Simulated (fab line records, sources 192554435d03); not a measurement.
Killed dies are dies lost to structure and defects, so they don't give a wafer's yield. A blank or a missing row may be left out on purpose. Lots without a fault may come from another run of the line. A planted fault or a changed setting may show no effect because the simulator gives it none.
Chamber matching | flow n5_finfet | N5_HKMG_FIN_ALD_21 on ald_metal-04: 4 sister chambers
The step deposits TiN, target thk 1.5 nm, pulse time 1 s, purge time 3 s. 8 wafers are shown with their chamber, then 8 later ones without.

WAFERS WITH THEIR CHAMBER
wafer  | chamber | heater_power_w (W) | precursor_pulse_height_rel
L075.2 | 0       | 772                | 1.000
L076.2 | 0       | 760                | 1.000
L076.3 | 3       | 646                | 1.027
L076.5 | 3       | 645                | 1.002
L079.3 | 2       | 954                | 0.983
L079.4 | 1       | 1061               | 0.968
L079.5 | 2       | 974                | 1.000
L082.3 | 1       | 1058               | 0.974

WAFERS WITHOUT THEIR CHAMBER
wafer  | heater_power_w (W) | precursor_pulse_height_rel
L082.5 | 955                | 1.003
L082.6 | 1048               | 0.990
L085.2 | 796                | 0.982
L085.3 | 963                | 1.010
L085.6 | 956                | 1.026
L097.2 | 782                | 1.003
L097.4 | 1048               | 1.020
L097.5 | 1079               | 0.949

WHICH CHAMBER EACH WENT THROUGH
wafer  | from the rows above | in truth
L082.5 | 2                   | 2
L082.6 | 1                   | 1
L085.2 | 0                   | 0
L085.3 | 2                   | 2
L085.6 | 2                   | 2
L097.2 | 0                   | 0
L097.4 | 1                   | 1
L097.5 | 1                   | 1
Placed correctly: 8 of 8. Can't be placed from these rows: 0. Placed wrongly: 0.
How it was worked out, from the rows above alone: a wafer's distance from a chamber is the root of the sum, over the readings, of the square of ((its reading less the chamber's mean) divided by the reading's scatter). The wafer belongs to the nearest chamber; if the next one is less than 2 further off, it can't be placed. A chamber's mean is the mean of its shown wafers. The scatter: the root of (the sum of the squares of (reading less its chamber's mean) over the shown wafers, divided by (wafers less chambers)).
